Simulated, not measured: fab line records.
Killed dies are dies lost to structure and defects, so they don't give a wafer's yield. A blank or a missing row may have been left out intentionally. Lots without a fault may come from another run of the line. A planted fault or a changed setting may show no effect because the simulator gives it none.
fab line records    flow n5_finfet    part 2 of 2: steps 17 to 21 of 21
record: lots: 5  wafers: 15  last_day: 18
route steps=1938 shown FIN_SAQP@122
lots with no fault: from the same line, run without faults
start_h: hours from the record's first day to the start of the lot's first wafer shown    wait_h: hours since the lot's step before    " unchanged from the row above    L1.1+2: a single row standing in for several wafers    - no value, or no start was given    * or withheld: withheld    < > ~ a bound
route shown NAME@n: a module of which the file shows steps, and the number in the route of the first    usual: the fault-free wafers' mean and standard deviation    same: alike in all rows    chamber/n: place in a boat    sites: per-site readings    _std_site: standard deviation of those values    _edge_site: mean of outer sites minus mean of inner sites    radius_mm: how far each site lies from the wafer's centre    mask NAME#n: copy n    behind: tool/chamber where the wafer was last shaped    hold: reason for holding the lot/hours on hold/outcome of the hold    device: transistor that didn't switch, given as n, p or np    end of line: tests run on the same wafers once the route is complete    where a step has no rows: the recipe by itself    killed: at the first sort, the dies lost to defects and structure; wafer yield is something else    map: a wafer's dies, x killed, . not, _ none there
set.NAME: setting as actually run; set.NAME@STEP: the setting as run at that earlier step    model.NAME: the simulator's own value behind a step, which no gauge read
certain route steps with their lots: each step a table, each wafer a row
services: the hour from which a tool's chamber was out of use, counted from the record's first day as start_h (under 0 if before that day), plus the number of hours and why
== steps ==
step: N5_FIN_SAQP_SPACER2_ALD_28
recipe: material: SiO2  target_thk_a: 81  temp_c: 300  ald_precursor_family: BDEAS  ald_co_reactant: O2-plasma  pulse_time_s: 1  purge_time_s: 2  co_reactant_purge_time_s: 2  pressure_torr: 2
usual: heater_power_w: 488/48  precursor_pulse_height_rel: 1.000/0.021
same: pulse_time_s: 1
lot.wafer  tool        chamber  start_h  wait_h  heater_power_w  precursor_pulse_height_rel
L078.1     ald_sin-01  2        49.45    0.1     575             0.974
L078.3     "           1        "        "       476             0.971
L078.6     "           1        "        "       482             1.008
L087.3     ald_sin-01  3        107.69   0.3     490             0.953
L087.4     "           1        "        "       468             1.000
L087.5     "           0        "        "       403             0.993
L089.1     ald_sin-01  2        115.11   0.1     580             1.003
L089.2     "           1        "        "       480             1.006
L089.6     "           3        "        "       478             0.995
L093.4     ald_sin-03  0        139.04   0.4     529             0.996
L093.5     "           3        "        "       503             1.020
L093.6     "           2        "        "       493             1.033
L097.1     ald_sin-03  2        163.20   0.1     490             1.001
L097.2     "           1        "        "       513             1.021
L097.3     "           0        "        "       536             1.024
step: N5_FIN_SAQP_SPACER2_ETCHBACK_29
recipe: chemistry: CHF3/O2  mode: anisotropic_etchback  target: SiO2  target_depth_a: 122  time_s: 6.1  pressure_mtorr: 30  source_w: 650  bias_w: 170  Ar_flow_sccm: 200  CHF3_flow_sccm: 50  O2_flow_sccm: 5  ion_energy_ev: 200
usual: O2_flow_sccm: 4.998/0.016  drypump_motor_current_A: 5.5/0.38  oes_o_777_au: 0.78/0.084  oes_product_au: 0.78/0.086  rf_vpp_V: 525/7.1  showerhead_plenum_p_Torr: 2.40/0.088  throttle_valve_pct: 18.83/0.22
lot.wafer  tool         chamber  start_h  wait_h  O2_flow_sccm  drypump_motor_current_A  oes_o_777_au  oes_product_au  rf_hours_counter_h  rf_vpp_V  showerhead_plenum_p_Torr  throttle_valve_pct
L078.1     rie_diel-02  1        49.96    0.4     5.034         4.9                      0.67          0.66            251                 517       2.48                      18.93
L078.3     "            2        "        "       5.015         5.9                      0.76          0.76            159                 511       2.50                      18.99
L078.6     "            2        "        "       4.984         5.9                      0.76          0.75            -                   512       2.50                      18.99
L087.3     rie_diel-05  2        108.09   0.3     5.014         5.9                      0.76          0.73            168                 527       2.50                      18.77
L087.4     "            0        "        "       5.001         5.0                      0.83          0.83            55                  523       2.43                      18.39
L087.5     "            0        "        "       4.991         4.9                      0.83          0.83            -                   523       2.43                      18.41
L089.1     rie_diel-04  1        115.43   0.2     5.009         5.3                      0.71          0.72            196                 519       2.50                      19.13
L089.2     "            2        "        "       5.030         4.8                      0.92          0.93            18                  531       2.36                      18.73
L089.6     "            0        "        "       5.025         5.9                      0.71          0.71            -                   517       2.30                      18.99
L093.4     rie_diel-05  2        139.38   0.2     5.015         5.9                      0.75          0.72            183                 528       2.49                      18.78
L093.5     "            3        "        "       5.007         5.7                      0.89          0.95            -                   529       2.57                      18.75
L093.6     "            0        "        "       4.988         4.9                      0.82          0.82            -                   522       2.42                      18.40
L097.1     rie_diel-04  0        163.53   0.2     5.001         5.8                      0.71          0.70            190                 518       2.30                      19.03
L097.2     "            2        "        "       4.988         4.8                      0.89          0.89            35                  532       2.36                      18.76
L097.3     "            1        "        "       4.987         5.3                      0.70          0.71            213                 518       2.49                      19.15
step: N5_FIN_SAQP_MANDREL2_REMOVE_60
recipe: chemistry: HBr/Cl2/O2  bt_time_s: 10  target: a-Si  stop_on: SiNx  endpoint: OES-SiCl  over_etch_frac: 1  icp_w: 600  bias_w: 22  HBr_flow_sccm: 150  Cl2_flow_sccm: 80  O2_flow_sccm: 5  pressure_mtorr: 10
usual: O2_flow_sccm: 5.000/0.015  drypump_motor_current_A: 6.0/0.42  oes_o_777_au: 1.02/0.057  oes_product_au: 1.003/0.019  throttle_valve_pct: 36.8/0.31
lot.wafer  tool       chamber  start_h  wait_h  O2_flow_sccm  drypump_motor_current_A  oes_o_777_au  oes_product_au  rf_hours_counter_h  throttle_valve_pct
L078.1     rie_si-01  0        50.04    0.1     4.982         6.0                      0.99          0.994           93                  37.0
L078.3     "          3        "        "       4.966         6.7                      1.13          1.033           5                   36.5
L078.6     "          3        "        "       4.997         6.6                      1.14          1.030           -                   36.6
L087.3     rie_si-01  3        108.18   0.1     5.011         6.7                      1.14          1.035           6                   36.5
L087.4     "          2        "        "       4.998         5.4                      1.00          1.021           182                 36.6
L087.5     "          1        "        "       4.998         6.0                      0.97          0.998           -                   37.0
L089.1     rie_si-01  3        115.52   0.1     5.004         6.7                      1.13          1.033           6                   36.6
L089.2     "          2        "        "       5.000         5.4                      1.00          1.010           182                 36.5
L089.6     "          2        "        "       4.985         5.4                      1.01          1.002           -                   36.6
L093.4     rie_si-04  3        139.46   0.1     5.018         6.3                      0.97          1.000           88                  36.9
L093.5     "          0        "        "       5.007         5.6                      0.99          0.982           -                   36.7
L093.6     "          3        "        "       5.019         6.3                      0.98          0.991           -                   36.9
L097.1     rie_si-01  0        163.61   0.1     4.977         6.0                      1.00          1.005           95                  37.0
L097.2     "          2        "        "       5.016         5.4                      1.01          1.005           183                 36.6
L097.3     "          1        "        "       5.005         6.0                      0.98          0.987           120                 37.1
step: N5_FIN_SAQP_CD_MEAS_31
recipe: target_cd_nm: 8  landing_energy_ev: 1000  detector: se_inlens  polarity: line
usual: cd_nm: 8.10/0.22
lot.wafer  tool       chamber  start_h  wait_h  cd_nm
L078.1     cd_sem-03  0        50.15    0.1     8.31
L078.3     "          0        "        "       8.14
L078.6     "          0        "        "       8.04
L087.3     cd_sem-03  0        108.29   0.1     8.20
L087.4     "          0        "        "       8.52
L087.5     "          0        "        "       8.09
L089.1     cd_sem-01  0        115.63   0.1     7.98
L089.2     "          0        "        "       8.42
L089.6     "          0        "        "       8.28
L093.4     cd_sem-02  0        139.58   0.1     8.02
L093.5     "          0        "        "       8.21
L093.6     "          0        "        "       7.84
L097.1     cd_sem-03  0        163.72   0.1     8.45
L097.2     "          0        "        "       8.38
L097.3     "          0        "        "       8.37
step: N5_FIN_SAQP_HM_OPEN_33
recipe: chemistry: CH3F/O2  target: SiNx  mask_material: SiO2  target_depth_a: 494  time_s: 70.6  pressure_mtorr: 30  source_w: 395  bias_w: 73  Ar_flow_sccm: 150  CH3F_flow_sccm: 30  O2_flow_sccm: 20  ion_energy_ev: 120  ends: cleared
usual: O2_flow_sccm: 20.01/0.055  drypump_motor_current_A: 5.5/0.36  etch_rf_on_time_s: 69.6/1.1  oes_o_777_au: 0.76/0.079  oes_product_au: 0.66/0.068  rf_vpp_V: 298/3.9  showerhead_plenum_p_Torr: 1.99/0.078  throttle_valve_pct: 16.33/0.21
lot.wafer  tool         chamber  start_h  wait_h  O2_flow_sccm  drypump_motor_current_A  etch_rf_on_time_s  oes_o_777_au  oes_product_au  rf_hours_counter_h  rf_vpp_V  showerhead_plenum_p_Torr  throttle_valve_pct
L078.1     rie_diel-04  1        50.30    0.1     19.88         5.3                      69.5               0.74          0.63            169                 294       2.09                      16.54
L078.3     "            3        "        "       20.07         5.6                      68.6               0.72          0.63            144                 304       1.91                      16.26
L078.6     "            3        "        "       20.06         5.6                      71.2               0.71          0.62            -                   303       1.91                      16.23
L087.3     rie_diel-02  1        108.40   0.1     20.02         5.0                      68.0               0.91          0.78            11                  292       2.06                      16.02
L087.4     "            0        "        "       19.98         5.7                      69.7               0.71          0.62            178                 300       1.92                      16.39
L087.5     "            1        "        "       20.00         5.0                      69.0               0.91          0.79            -                   293       2.06                      16.05
L089.1     rie_diel-05  1        115.79   0.2     19.97         5.5                      69.0               0.72          0.64            167                 301       1.92                      16.47
L089.2     "            3        "        "       19.97         5.7                      70.3               0.66          0.59            250                 295       1.88                      16.61
L089.6     "            2        "        "       19.93         5.9                      71.0               0.74          0.62            -                   299       2.08                      16.24
L093.4     rie_diel-04  3        139.66   0.1     19.98         5.6                      71.1               0.69          0.61            180                 303       1.90                      16.29
L093.5     "            2        "        "       20.05         4.8                      68.7               0.91          0.77            -                   300       1.96                      16.16
L093.6     "            1        "        "       20.03         5.3                      70.1               0.72          0.60            -                   296       2.08                      16.59
L097.1     rie_diel-05  3        163.77   0.0     19.94         5.7                      69.5               0.88          0.78            11                  301       2.13                      16.13
L097.2     "            2        "        "       19.97         5.9                      68.5               0.73          0.62            191                 299       2.07                      16.26
L097.3     "            1        "        "       20.05         5.5                      68.4               0.70          0.64            186                 300       1.92                      16.52
== services ==
tool           chamber  start_h  hours  kind
ald_sin-02     -        23.39    0.9    repair
rie_diel-05    -        23.58    0.9    repair
ald_sin-03     0        28.07    2.9    repair
ald_sin-01     -        30.57    1.3    repair
wet_bench-06   -        43.91    0.8    repair
rie_diel-04    2        49.28    -      clean
rie_diel-04    2        49.28    -      consumable_replace:focus_ring
rie_diel-04    2        49.28    15.3   scheduled_down
rie_diel-04    2        49.28    15.3   vent_cycle
rie_diel-02    -        63.38    14.6   pm
ald_sin-01     -        71.39    28.1   pm
rie_si-01      -        74.99    0.5    repair
wet_bench-06   -        75.03    4.4    repair
ald_sin-02     -        86.82    14.0   pm
rie_si-01      -        90.86    0.3    repair
wet_bench-01   -        95.55    1.5    repair
ald_sin-03     -        99.72    6.0    pm
rie_diel-04    -        99.96    4.3    pm
ald_sin-01     -        100.97   0.3    repair
rie_diel-02    -        110.97   2.8    pm
rie_diel-05    0        113.45   3.9    repair
rie_diel-05    -        116.55   0.5    repair
vapor_etch-02  -        127.05   2.8    pm
rie_diel-04    3        144.48   1.3    repair
